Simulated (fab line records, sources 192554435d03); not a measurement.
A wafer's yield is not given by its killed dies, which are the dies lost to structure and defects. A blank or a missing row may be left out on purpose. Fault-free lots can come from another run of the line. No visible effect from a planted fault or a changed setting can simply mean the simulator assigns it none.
fab line records || flow n5_finfet
[record] {"lots": 7, "wafers": 39}
route steps=1938 shown WELL_APT@48 DUMMY_GATE@248 DUMMY_REMOVAL@382 HKMG_FIN@406 MOL_CONTACT_COAG@588 BEOL_M4@1111
start_h: the number of hours between the record's first day and the start of the first shown wafer of the lot || wait_h: time in hours since the lot's previous step || " identical to the entry in the row above || L1.1+2: several wafers, shown together as one row || - value missing, or start not given || * or withheld: withheld || < > ~ a bound
route shown NAME@n: NAME is a module with steps in the file, n the number in the route of the first one || usual: mean and standard deviation over wafers with no fault || same: alike in all rows || chamber/n: place in a boat || sites: per-site readings || _std_site: standard deviation across them || _edge_site: outer sites' mean less inner sites' || radius_mm: for every site, how far away it sits from the centre of the wafer || mask NAME#n: copy n || behind: the tool/chamber that last shaped the wafer || hold: reason for holding the lot/hours on hold/outcome of the hold || device: which transistor (n, p or np) failed to switch || end of line: the tests these same wafers got at the end of their route || step lacking rows: just its recipe || killed: dies lost to structure and defects at the first sort, not the wafer's yield || map: the dies of a wafer, with x for killed, . for not killed, _ for no die there
set.NAME: the setting that was run; set.NAME@STEP: the one run at that earlier step || model.NAME: the simulator's own value behind a step, which no gauge read
lots whose settings were changed on purpose; a table a step, a row a wafer
[[steps]]
[step N5_WELL_APT_IMPLANT_32]
[recipe] {"species": "BF2", "energy_kev": 50, "dose_cm2": 2e+13, "tilt_deg": 0, "rotation_deg": 0}
[step N5_DUMMY_GATE_ETCH_44]
[recipe] {"chemistry": "HBr/O2", "over_etch_frac": 0.7, "target_depth_a": 1275, "stop_on": "SiO2", "ion_energy_ev": 60, "bias_w": 20, "target": "poly-Si", "mask_material": "SiO2", "pressure_mtorr": 20, "icp_w": 400, "HBr_flow_sccm": 120, "O2_flow_sccm": 10}
[step N5_DUMMY_REMOVAL_PRECLEAN_08]
[recipe] {"chemistry": "NF3:NH3", "afs_cycles": 2, "temp_c": 30, "time_s": 20, "sublimation_temp_c": 180, "sublimation_time_s": 60, "pressure_torr": 3, "rf_power_w": 30}
[step N5_HKMG_FIN_ETCH_58]
[recipe] {"chemistry": "N2/H2", "target": "SOC", "target_depth_a": 2158, "ion_energy_ev": 50, "bias_w": 13, "time_s": 741, "pressure_mtorr": 30, "source_w": 875, "n2_flow_sccm": 200, "h2_flow_sccm": 200}
[step N5_HKMG_FIN_ALD_71]
[recipe] {"material": "TiN", "target_thk_a": 10, "temp_c": 400, "ald_precursor_family": "TiCl4", "ald_co_reactant": "NH3", "pulse_time_s": 1, "purge_time_s": 3, "co_reactant_purge_time_s": 2, "co_reactant_pulse_time_s": 2, "ald_cycles": 47, "pressure_torr": 3}
[step N5_MOL_CONTACT_COAG_ETCH_47]
[recipe] {"chemistry": "CH3F/O2", "target": "SiNx", "target_depth_a": 270, "mask_material": "SiO2", "stop_on": "W", "over_etch_frac": 0.2, "ion_energy_ev": 120, "endpoint": "OES-CN", "pressure_mtorr": 30, "source_w": 395, "bias_w": 73, "Ar_flow_sccm": 150, "CH3F_flow_sccm": 30, "O2_flow_sccm": 20, "ends": "end_point"}
[step N5_MOL_CONTACT_COAG_ETCH_124]
[recipe] {"chemistry": "CH3F/O2", "target": "SiNx", "target_depth_a": 65, "mask_material": "SOC", "stop_on": "SiOC", "over_etch_frac": 0.3, "ion_energy_ev": 120, "pressure_mtorr": 30, "source_w": 395, "bias_w": 73, "Ar_flow_sccm": 150, "CH3F_flow_sccm": 30, "O2_flow_sccm": 20, "ends": "end_point"}
[step N5_BEOL_M4_RC_MEAS_101]
[usual] {"CJ_N": "4.36/0.089"}
{"lot.wafer": "L075.1", "tool": "prober-02", "chamber": 0, "start_h": 202.49, "wait_h": 0.0, "set.dose_cm2@WELL_APT_IMPLANT_32": 2e+13, "set.target_depth_a@DUMMY_GATE_ETCH_44": 1275, "set.afs_target_nm@DUMMY_REMOVAL_PRECLEAN_08": 1.5, "set.bias_w@HKMG_FIN_ETCH_58": 13.86, "set.temp_c@HKMG_FIN_ALD_71": 387.3, "set.over_etch_frac@MOL_CONTACT_COAG_ETCH_47": 0.2, "set.bias_w@MOL_CONTACT_COAG_ETCH_124": 73, "CJ_N": 4.45}
{"lot.wafer": "L075.2", "tool": "prober-02", "chamber": 0, "start_h": 202.49, "wait_h": 0.0, "set.dose_cm2@WELL_APT_IMPLANT_32": 2e+13, "set.target_depth_a@DUMMY_GATE_ETCH_44": 1275, "set.afs_target_nm@DUMMY_REMOVAL_PRECLEAN_08": 1.57, "set.bias_w@HKMG_FIN_ETCH_58": 13, "set.temp_c@HKMG_FIN_ALD_71": 400, "set.over_etch_frac@MOL_CONTACT_COAG_ETCH_47": 0.2137, "set.bias_w@MOL_CONTACT_COAG_ETCH_124": 73, "CJ_N": 4.43}
{"lot.wafer": "L075.3", "tool": "prober-02", "chamber": 0, "start_h": 202.49, "wait_h": 0.0, "set.dose_cm2@WELL_APT_IMPLANT_32": 2e+13, "set.target_depth_a@DUMMY_GATE_ETCH_44": 1226, "set.afs_target_nm@DUMMY_REMOVAL_PRECLEAN_08": 1.57, "set.bias_w@HKMG_FIN_ETCH_58": 13.86, "set.temp_c@HKMG_FIN_ALD_71": 387.3, "set.over_etch_frac@MOL_CONTACT_COAG_ETCH_47": 0.2, "set.bias_w@MOL_CONTACT_COAG_ETCH_124": 65.67, "CJ_N": 4.42}
{"lot.wafer": "L075.4", "tool": "prober-02", "chamber": 0, "start_h": 202.49, "wait_h": 0.0, "set.dose_cm2@WELL_APT_IMPLANT_32": 2.186e+13, "set.target_depth_a@DUMMY_GATE_ETCH_44": 1275, "set.afs_target_nm@DUMMY_REMOVAL_PRECLEAN_08": 1.5, "set.bias_w@HKMG_FIN_ETCH_58": 13, "set.temp_c@HKMG_FIN_ALD_71": 387.3, "set.over_etch_frac@MOL_CONTACT_COAG_ETCH_47": 0.2137, "set.bias_w@MOL_CONTACT_COAG_ETCH_124": 73, "CJ_N": 4.78}
{"lot.wafer": "L075.5", "tool": "prober-02", "chamber": 0, "start_h": 202.49, "wait_h": 0.0, "set.dose_cm2@WELL_APT_IMPLANT_32": 2.186e+13, "set.target_depth_a@DUMMY_GATE_ETCH_44": 1226, "set.afs_target_nm@DUMMY_REMOVAL_PRECLEAN_08": 1.5, "set.bias_w@HKMG_FIN_ETCH_58": 13.86, "set.temp_c@HKMG_FIN_ALD_71": 400, "set.over_etch_frac@MOL_CONTACT_COAG_ETCH_47": 0.2137, "set.bias_w@MOL_CONTACT_COAG_ETCH_124": 65.67, "CJ_N": 4.62}
{"lot.wafer": "L075.6", "tool": "prober-02", "chamber": 0, "start_h": 202.49, "wait_h": 0.0, "set.dose_cm2@WELL_APT_IMPLANT_32": 2.186e+13, "set.target_depth_a@DUMMY_GATE_ETCH_44": 1226, "set.afs_target_nm@DUMMY_REMOVAL_PRECLEAN_08": 1.57, "set.bias_w@HKMG_FIN_ETCH_58": 13, "set.temp_c@HKMG_FIN_ALD_71": 400, "set.over_etch_frac@MOL_CONTACT_COAG_ETCH_47": 0.2, "set.bias_w@MOL_CONTACT_COAG_ETCH_124": 65.67, "CJ_N": 4.68}
{"lot.wafer": "L076.1", "tool": "prober-02", "chamber": 0, "start_h": 218.22, "wait_h": 0.0, "set.dose_cm2@WELL_APT_IMPLANT_32": 2e+13, "set.target_depth_a@DUMMY_GATE_ETCH_44": 1275, "set.afs_target_nm@DUMMY_REMOVAL_PRECLEAN_08": 1.5, "set.bias_w@HKMG_FIN_ETCH_58": 13, "set.temp_c@HKMG_FIN_ALD_71": 388.9, "set.over_etch_frac@MOL_CONTACT_COAG_ETCH_47": 0.2, "set.bias_w@MOL_CONTACT_COAG_ETCH_124": 73, "CJ_N": 4.50}
{"lot.wafer": "L076.2", "tool": "prober-02", "chamber": 0, "start_h": 218.22, "wait_h": 0.0, "set.dose_cm2@WELL_APT_IMPLANT_32": 2e+13, "set.target_depth_a@DUMMY_GATE_ETCH_44": 1275, "set.afs_target_nm@DUMMY_REMOVAL_PRECLEAN_08": 1.5, "set.bias_w@HKMG_FIN_ETCH_58": 15.03, "set.temp_c@HKMG_FIN_ALD_71": 400, "set.over_etch_frac@MOL_CONTACT_COAG_ETCH_47": 0.2, "set.bias_w@MOL_CONTACT_COAG_ETCH_124": 61.03, "CJ_N": 4.36}
{"lot.wafer": "L076.3", "tool": "prober-02", "chamber": 0, "start_h": 218.22, "wait_h": 0.0, "set.dose_cm2@WELL_APT_IMPLANT_32": 2e+13, "set.target_depth_a@DUMMY_GATE_ETCH_44": 1275, "set.afs_target_nm@DUMMY_REMOVAL_PRECLEAN_08": 1.5, "set.bias_w@HKMG_FIN_ETCH_58": 15.03, "set.temp_c@HKMG_FIN_ALD_71": 388.9, "set.over_etch_frac@MOL_CONTACT_COAG_ETCH_47": 0.2, "set.bias_w@MOL_CONTACT_COAG_ETCH_124": 73, "CJ_N": 4.38}
{"lot.wafer": "L076.4", "tool": "prober-02", "chamber": 0, "start_h": 218.22, "wait_h": 0.0, "set.dose_cm2@WELL_APT_IMPLANT_32": 2e+13, "set.target_depth_a@DUMMY_GATE_ETCH_44": 1162, "set.afs_target_nm@DUMMY_REMOVAL_PRECLEAN_08": 1.5, "set.bias_w@HKMG_FIN_ETCH_58": 15.03, "set.temp_c@HKMG_FIN_ALD_71": 388.9, "set.over_etch_frac@MOL_CONTACT_COAG_ETCH_47": 0.2, "set.bias_w@MOL_CONTACT_COAG_ETCH_124": 61.03, "CJ_N": 4.44}
{"lot.wafer": "L076.5", "tool": "prober-02", "chamber": 0, "start_h": 218.22, "wait_h": 0.0, "set.dose_cm2@WELL_APT_IMPLANT_32": 2e+13, "set.target_depth_a@DUMMY_GATE_ETCH_44": 1162, "set.afs_target_nm@DUMMY_REMOVAL_PRECLEAN_08": 1.5, "set.bias_w@HKMG_FIN_ETCH_58": 13, "set.temp_c@HKMG_FIN_ALD_71": 400, "set.over_etch_frac@MOL_CONTACT_COAG_ETCH_47": 0.2, "set.bias_w@MOL_CONTACT_COAG_ETCH_124": 61.03, "CJ_N": 4.43}
{"lot.wafer": "L076.6", "tool": "prober-02", "chamber": 0, "start_h": 218.22, "wait_h": 0.0, "set.dose_cm2@WELL_APT_IMPLANT_32": 2e+13, "set.target_depth_a@DUMMY_GATE_ETCH_44": 1162, "set.afs_target_nm@DUMMY_REMOVAL_PRECLEAN_08": 1.5, "set.bias_w@HKMG_FIN_ETCH_58": 13, "set.temp_c@HKMG_FIN_ALD_71": 400, "set.over_etch_frac@MOL_CONTACT_COAG_ETCH_47": 0.2, "set.bias_w@MOL_CONTACT_COAG_ETCH_124": 73, "CJ_N": 4.35}
{"lot.wafer": "L080.2", "tool": "prober-02", "chamber": 0, "start_h": 226.61, "wait_h": 0.2, "set.dose_cm2@WELL_APT_IMPLANT_32": 2e+13, "set.target_depth_a@DUMMY_GATE_ETCH_44": 1275, "set.afs_target_nm@DUMMY_REMOVAL_PRECLEAN_08": 1.5, "set.bias_w@HKMG_FIN_ETCH_58": 13, "set.temp_c@HKMG_FIN_ALD_71": 400, "set.over_etch_frac@MOL_CONTACT_COAG_ETCH_47": 0.2, "set.bias_w@MOL_CONTACT_COAG_ETCH_124": 73, "CJ_N": 4.41}
{"lot.wafer": "L080.3", "tool": "prober-02", "chamber": 0, "start_h": 226.61, "wait_h": 0.2, "set.dose_cm2@WELL_APT_IMPLANT_32": 2e+13, "set.target_depth_a@DUMMY_GATE_ETCH_44": 1275, "set.afs_target_nm@DUMMY_REMOVAL_PRECLEAN_08": 1.5, "set.bias_w@HKMG_FIN_ETCH_58": 13, "set.temp_c@HKMG_FIN_ALD_71": 400, "set.over_etch_frac@MOL_CONTACT_COAG_ETCH_47": 0.2, "set.bias_w@MOL_CONTACT_COAG_ETCH_124": 73, "CJ_N": 4.42}
{"lot.wafer": "L080.6", "tool": "prober-02", "chamber": 0, "start_h": 226.61, "wait_h": 0.2, "set.dose_cm2@WELL_APT_IMPLANT_32": 2e+13, "set.target_depth_a@DUMMY_GATE_ETCH_44": 1275, "set.afs_target_nm@DUMMY_REMOVAL_PRECLEAN_08": 1.5, "set.bias_w@HKMG_FIN_ETCH_58": 13, "set.temp_c@HKMG_FIN_ALD_71": 400, "set.over_etch_frac@MOL_CONTACT_COAG_ETCH_47": 0.2, "set.bias_w@MOL_CONTACT_COAG_ETCH_124": 73, "CJ_N": 4.49}
{"lot.wafer": "L082.1", "tool": "prober-01", "chamber": 0, "start_h": 238.46, "wait_h": 0.0, "set.dose_cm2@WELL_APT_IMPLANT_32": 1.868e+13, "set.target_depth_a@DUMMY_GATE_ETCH_44": 1225, "set.afs_target_nm@DUMMY_REMOVAL_PRECLEAN_08": 1.5, "set.bias_w@HKMG_FIN_ETCH_58": 13, "set.temp_c@HKMG_FIN_ALD_71": 400, "set.over_etch_frac@MOL_CONTACT_COAG_ETCH_47": 0.2097, "set.bias_w@MOL_CONTACT_COAG_ETCH_124": 62.75, "CJ_N": 4.34}
{"lot.wafer": "L082.2", "tool": "prober-01", "chamber": 0, "start_h": 238.46, "wait_h": 0.0, "set.dose_cm2@WELL_APT_IMPLANT_32": 1.868e+13, "set.target_depth_a@DUMMY_GATE_ETCH_44": 1225, "set.afs_target_nm@DUMMY_REMOVAL_PRECLEAN_08": 1.319, "set.bias_w@HKMG_FIN_ETCH_58": 13, "set.temp_c@HKMG_FIN_ALD_71": 400, "set.over_etch_frac@MOL_CONTACT_COAG_ETCH_47": 0.2, "set.bias_w@MOL_CONTACT_COAG_ETCH_124": 73, "CJ_N": 4.32}
{"lot.wafer": "L082.3", "tool": "prober-01", "chamber": 0, "start_h": 238.46, "wait_h": 0.0, "set.dose_cm2@WELL_APT_IMPLANT_32": 1.868e+13, "set.target_depth_a@DUMMY_GATE_ETCH_44": 1275, "set.afs_target_nm@DUMMY_REMOVAL_PRECLEAN_08": 1.319, "set.bias_w@HKMG_FIN_ETCH_58": 13, "set.temp_c@HKMG_FIN_ALD_71": 413.7, "set.over_etch_frac@MOL_CONTACT_COAG_ETCH_47": 0.2097, "set.bias_w@MOL_CONTACT_COAG_ETCH_124": 73, "CJ_N": 4.33}
{"lot.wafer": "L082.4", "tool": "prober-01", "chamber": 0, "start_h": 238.46, "wait_h": 0.0, "set.dose_cm2@WELL_APT_IMPLANT_32": 2e+13, "set.target_depth_a@DUMMY_GATE_ETCH_44": 1225, "set.afs_target_nm@DUMMY_REMOVAL_PRECLEAN_08": 1.5, "set.bias_w@HKMG_FIN_ETCH_58": 13, "set.temp_c@HKMG_FIN_ALD_71": 413.7, "set.over_etch_frac@MOL_CONTACT_COAG_ETCH_47": 0.2, "set.bias_w@MOL_CONTACT_COAG_ETCH_124": 62.75, "CJ_N": 4.57}
{"lot.wafer": "L082.5", "tool": "prober-01", "chamber": 0, "start_h": 238.46, "wait_h": 0.0, "set.dose_cm2@WELL_APT_IMPLANT_32": 2e+13, "set.target_depth_a@DUMMY_GATE_ETCH_44": 1275, "set.afs_target_nm@DUMMY_REMOVAL_PRECLEAN_08": 1.319, "set.bias_w@HKMG_FIN_ETCH_58": 13, "set.temp_c@HKMG_FIN_ALD_71": 413.7, "set.over_etch_frac@MOL_CONTACT_COAG_ETCH_47": 0.2, "set.bias_w@MOL_CONTACT_COAG_ETCH_124": 62.75, "CJ_N": 4.48}
{"lot.wafer": "L082.6", "tool": "prober-01", "chamber": 0, "start_h": 238.46, "wait_h": 0.0, "set.dose_cm2@WELL_APT_IMPLANT_32": 2e+13, "set.target_depth_a@DUMMY_GATE_ETCH_44": 1275, "set.afs_target_nm@DUMMY_REMOVAL_PRECLEAN_08": 1.5, "set.bias_w@HKMG_FIN_ETCH_58": 13, "set.temp_c@HKMG_FIN_ALD_71": 400, "set.over_etch_frac@MOL_CONTACT_COAG_ETCH_47": 0.2097, "set.bias_w@MOL_CONTACT_COAG_ETCH_124": 73, "CJ_N": 4.46}
{"lot.wafer": "L088.1", "tool": "prober-02", "chamber": 0, "start_h": 279.58, "wait_h": 0.0, "set.dose_cm2@WELL_APT_IMPLANT_32": 2e+13, "set.target_depth_a@DUMMY_GATE_ETCH_44": 1275, "set.afs_target_nm@DUMMY_REMOVAL_PRECLEAN_08": 1.428, "set.bias_w@HKMG_FIN_ETCH_58": 13, "set.temp_c@HKMG_FIN_ALD_71": 394.7, "set.over_etch_frac@MOL_CONTACT_COAG_ETCH_47": 0.2, "set.bias_w@MOL_CONTACT_COAG_ETCH_124": 69.47, "CJ_N": 4.42}
{"lot.wafer": "L088.2", "tool": "prober-02", "chamber": 0, "start_h": 279.58, "wait_h": 0.0, "set.dose_cm2@WELL_APT_IMPLANT_32": 2e+13, "set.target_depth_a@DUMMY_GATE_ETCH_44": 1207, "set.afs_target_nm@DUMMY_REMOVAL_PRECLEAN_08": 1.428, "set.bias_w@HKMG_FIN_ETCH_58": 13, "set.temp_c@HKMG_FIN_ALD_71": 394.7, "set.over_etch_frac@MOL_CONTACT_COAG_ETCH_47": 0.2105, "set.bias_w@MOL_CONTACT_COAG_ETCH_124": 73, "CJ_N": 4.35}
{"lot.wafer": "L088.3", "tool": "prober-02", "chamber": 0, "start_h": 279.58, "wait_h": 0.0, "set.dose_cm2@WELL_APT_IMPLANT_32": 2e+13, "set.target_depth_a@DUMMY_GATE_ETCH_44": 1207, "set.afs_target_nm@DUMMY_REMOVAL_PRECLEAN_08": 1.5, "set.bias_w@HKMG_FIN_ETCH_58": 13.66, "set.temp_c@HKMG_FIN_ALD_71": 400, "set.over_etch_frac@MOL_CONTACT_COAG_ETCH_47": 0.2, "set.bias_w@MOL_CONTACT_COAG_ETCH_124": 73, "CJ_N": 4.37}
{"lot.wafer": "L088.4", "tool": "prober-02", "chamber": 0, "start_h": 279.58, "wait_h": 0.0, "set.dose_cm2@WELL_APT_IMPLANT_32": 2e+13, "set.target_depth_a@DUMMY_GATE_ETCH_44": 1207, "set.afs_target_nm@DUMMY_REMOVAL_PRECLEAN_08": 1.5, "set.bias_w@HKMG_FIN_ETCH_58": 13.66, "set.temp_c@HKMG_FIN_ALD_71": 394.7, "set.over_etch_frac@MOL_CONTACT_COAG_ETCH_47": 0.2, "set.bias_w@MOL_CONTACT_COAG_ETCH_124": 73, "CJ_N": 4.42}
{"lot.wafer": "L088.5", "tool": "prober-02", "chamber": 0, "start_h": 279.58, "wait_h": 0.0, "set.dose_cm2@WELL_APT_IMPLANT_32": 2e+13, "set.target_depth_a@DUMMY_GATE_ETCH_44": 1275, "set.afs_target_nm@DUMMY_REMOVAL_PRECLEAN_08": 1.5, "set.bias_w@HKMG_FIN_ETCH_58": 13, "set.temp_c@HKMG_FIN_ALD_71": 400, "set.over_etch_frac@MOL_CONTACT_COAG_ETCH_47": 0.2105, "set.bias_w@MOL_CONTACT_COAG_ETCH_124": 69.47, "CJ_N": 4.40}
{"lot.wafer": "L088.6", "tool": "prober-02", "chamber": 0, "start_h": 279.58, "wait_h": 0.0, "set.dose_cm2@WELL_APT_IMPLANT_32": 2e+13, "set.target_depth_a@DUMMY_GATE_ETCH_44": 1275, "set.afs_target_nm@DUMMY_REMOVAL_PRECLEAN_08": 1.428, "set.bias_w@HKMG_FIN_ETCH_58": 13.66, "set.temp_c@HKMG_FIN_ALD_71": 400, "set.over_etch_frac@MOL_CONTACT_COAG_ETCH_47": 0.2105, "set.bias_w@MOL_CONTACT_COAG_ETCH_124": 69.47, "CJ_N": 4.32}
{"lot.wafer": "L093.1", "tool": "prober-02", "chamber": 0, "start_h": 296.96, "wait_h": 0.0, "set.dose_cm2@WELL_APT_IMPLANT_32": 2.189e+13, "set.target_depth_a@DUMMY_GATE_ETCH_44": 1321, "set.afs_target_nm@DUMMY_REMOVAL_PRECLEAN_08": 1.5, "set.bias_w@HKMG_FIN_ETCH_58": 13, "set.temp_c@HKMG_FIN_ALD_71": 400, "set.over_etch_frac@MOL_CONTACT_COAG_ETCH_47": 0.2, "set.bias_w@MOL_CONTACT_COAG_ETCH_124": 73, "CJ_N": 4.51}
{"lot.wafer": "L093.2", "tool": "prober-02", "chamber": 0, "start_h": 296.96, "wait_h": 0.0, "set.dose_cm2@WELL_APT_IMPLANT_32": 2.189e+13, "set.target_depth_a@DUMMY_GATE_ETCH_44": 1275, "set.afs_target_nm@DUMMY_REMOVAL_PRECLEAN_08": 1.5, "set.bias_w@HKMG_FIN_ETCH_58": 14.7, "set.temp_c@HKMG_FIN_ALD_71": 418.5, "set.over_etch_frac@MOL_CONTACT_COAG_ETCH_47": 0.2, "set.bias_w@MOL_CONTACT_COAG_ETCH_124": 73, "CJ_N": 4.50}
{"lot.wafer": "L093.3", "tool": "prober-02", "chamber": 0, "start_h": 296.96, "wait_h": 0.0, "set.dose_cm2@WELL_APT_IMPLANT_32": 2e+13, "set.target_depth_a@DUMMY_GATE_ETCH_44": 1321, "set.afs_target_nm@DUMMY_REMOVAL_PRECLEAN_08": 1.607, "set.bias_w@HKMG_FIN_ETCH_58": 14.7, "set.temp_c@HKMG_FIN_ALD_71": 418.5, "set.over_etch_frac@MOL_CONTACT_COAG_ETCH_47": 0.2118, "set.bias_w@MOL_CONTACT_COAG_ETCH_124": 73, "CJ_N": 4.31}
{"lot.wafer": "L093.4", "tool": "prober-02", "chamber": 0, "start_h": 296.96, "wait_h": 0.0, "set.dose_cm2@WELL_APT_IMPLANT_32": 2e+13, "set.target_depth_a@DUMMY_GATE_ETCH_44": 1321, "set.afs_target_nm@DUMMY_REMOVAL_PRECLEAN_08": 1.607, "set.bias_w@HKMG_FIN_ETCH_58": 13, "set.temp_c@HKMG_FIN_ALD_71": 400, "set.over_etch_frac@MOL_CONTACT_COAG_ETCH_47": 0.2118, "set.bias_w@MOL_CONTACT_COAG_ETCH_124": 73, "CJ_N": 4.16}
{"lot.wafer": "L093.5", "tool": "prober-02", "chamber": 0, "start_h": 296.96, "wait_h": 0.0, "set.dose_cm2@WELL_APT_IMPLANT_32": 2.189e+13, "set.target_depth_a@DUMMY_GATE_ETCH_44": 1275, "set.afs_target_nm@DUMMY_REMOVAL_PRECLEAN_08": 1.607, "set.bias_w@HKMG_FIN_ETCH_58": 14.7, "set.temp_c@HKMG_FIN_ALD_71": 400, "set.over_etch_frac@MOL_CONTACT_COAG_ETCH_47": 0.2, "set.bias_w@MOL_CONTACT_COAG_ETCH_124": 73, "CJ_N": 4.41}
{"lot.wafer": "L093.6", "tool": "prober-02", "chamber": 0, "start_h": 296.96, "wait_h": 0.0, "set.dose_cm2@WELL_APT_IMPLANT_32": 2e+13, "set.target_depth_a@DUMMY_GATE_ETCH_44": 1275, "set.afs_target_nm@DUMMY_REMOVAL_PRECLEAN_08": 1.5, "set.bias_w@HKMG_FIN_ETCH_58": 13, "set.temp_c@HKMG_FIN_ALD_71": 418.5, "set.over_etch_frac@MOL_CONTACT_COAG_ETCH_47": 0.2118, "set.bias_w@MOL_CONTACT_COAG_ETCH_124": 73, "CJ_N": 4.31}
{"lot.wafer": "L095.1", "tool": "prober-02", "chamber": 0, "start_h": 326.31, "wait_h": 0.0, "set.dose_cm2@WELL_APT_IMPLANT_32": 2.337e+13, "set.target_depth_a@DUMMY_GATE_ETCH_44": 1275, "set.afs_target_nm@DUMMY_REMOVAL_PRECLEAN_08": 1.5, "set.bias_w@HKMG_FIN_ETCH_58": 13, "set.temp_c@HKMG_FIN_ALD_71": 382.8, "set.over_etch_frac@MOL_CONTACT_COAG_ETCH_47": 0.2, "set.bias_w@MOL_CONTACT_COAG_ETCH_124": 73, "CJ_N": 4.82}
{"lot.wafer": "L095.2", "tool": "prober-02", "chamber": 0, "start_h": 326.31, "wait_h": 0.0, "set.dose_cm2@WELL_APT_IMPLANT_32": 2e+13, "set.target_depth_a@DUMMY_GATE_ETCH_44": 1383, "set.afs_target_nm@DUMMY_REMOVAL_PRECLEAN_08": 1.5, "set.bias_w@HKMG_FIN_ETCH_58": 13, "set.temp_c@HKMG_FIN_ALD_71": 382.8, "set.over_etch_frac@MOL_CONTACT_COAG_ETCH_47": 0.2, "set.bias_w@MOL_CONTACT_COAG_ETCH_124": 73, "CJ_N": 4.40}
{"lot.wafer": "L095.3", "tool": "prober-02", "chamber": 0, "start_h": 326.31, "wait_h": 0.0, "set.dose_cm2@WELL_APT_IMPLANT_32": 2e+13, "set.target_depth_a@DUMMY_GATE_ETCH_44": 1383, "set.afs_target_nm@DUMMY_REMOVAL_PRECLEAN_08": 1.395, "set.bias_w@HKMG_FIN_ETCH_58": 13, "set.temp_c@HKMG_FIN_ALD_71": 400, "set.over_etch_frac@MOL_CONTACT_COAG_ETCH_47": 0.2, "set.bias_w@MOL_CONTACT_COAG_ETCH_124": 73, "CJ_N": 4.43}
{"lot.wafer": "L095.4", "tool": "prober-02", "chamber": 0, "start_h": 326.31, "wait_h": 0.0, "set.dose_cm2@WELL_APT_IMPLANT_32": 2.337e+13, "set.target_depth_a@DUMMY_GATE_ETCH_44": 1275, "set.afs_target_nm@DUMMY_REMOVAL_PRECLEAN_08": 1.395, "set.bias_w@HKMG_FIN_ETCH_58": 13, "set.temp_c@HKMG_FIN_ALD_71": 400, "set.over_etch_frac@MOL_CONTACT_COAG_ETCH_47": 0.2055, "set.bias_w@MOL_CONTACT_COAG_ETCH_124": 73, "CJ_N": 4.61}
{"lot.wafer": "L095.5", "tool": "prober-02", "chamber": 0, "start_h": 326.31, "wait_h": 0.0, "set.dose_cm2@WELL_APT_IMPLANT_32": 2.337e+13, "set.target_depth_a@DUMMY_GATE_ETCH_44": 1383, "set.afs_target_nm@DUMMY_REMOVAL_PRECLEAN_08": 1.395, "set.bias_w@HKMG_FIN_ETCH_58": 13, "set.temp_c@HKMG_FIN_ALD_71": 382.8, "set.over_etch_frac@MOL_CONTACT_COAG_ETCH_47": 0.2055, "set.bias_w@MOL_CONTACT_COAG_ETCH_124": 73, "CJ_N": 4.81}
{"lot.wafer": "L095.6", "tool": "prober-02", "chamber": 0, "start_h": 326.31, "wait_h": 0.0, "set.dose_cm2@WELL_APT_IMPLANT_32": 2e+13, "set.target_depth_a@DUMMY_GATE_ETCH_44": 1275, "set.afs_target_nm@DUMMY_REMOVAL_PRECLEAN_08": 1.5, "set.bias_w@HKMG_FIN_ETCH_58": 13, "set.temp_c@HKMG_FIN_ALD_71": 400, "set.over_etch_frac@MOL_CONTACT_COAG_ETCH_47": 0.2055, "set.bias_w@MOL_CONTACT_COAG_ETCH_124": 73, "CJ_N": 4.35}
[[key]]
[split] {"step": "N5_WELL_APT_IMPLANT_32", "setting": "dose_cm2", "stated_as": 2e+13}
[response] {"step": "N5_BEOL_M4_RC_MEAS_101", "reading": "CJ_N", "slope": "+0.0235", "per": "1%", "together_with": "all", "explained": 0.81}
[split] {"step": "N5_DUMMY_GATE_ETCH_44", "setting": "target_depth_a", "stated_as": 1275}
response none clear
[split] {"step": "N5_DUMMY_REMOVAL_PRECLEAN_08", "setting": "afs_target_nm", "stated_as": 1.5}
response none clear
[split] {"step": "N5_HKMG_FIN_ETCH_58", "setting": "bias_w", "stated_as": 13}
response none clear
[split] {"step": "N5_HKMG_FIN_ALD_71", "setting": "temp_c", "stated_as": 400}
response none clear
[split] {"step": "N5_MOL_CONTACT_COAG_ETCH_47", "setting": "over_etch_frac", "stated_as": 0.2}
response none clear
[split] {"step": "N5_MOL_CONTACT_COAG_ETCH_124", "setting": "bias_w", "stated_as": 73}
response none clear
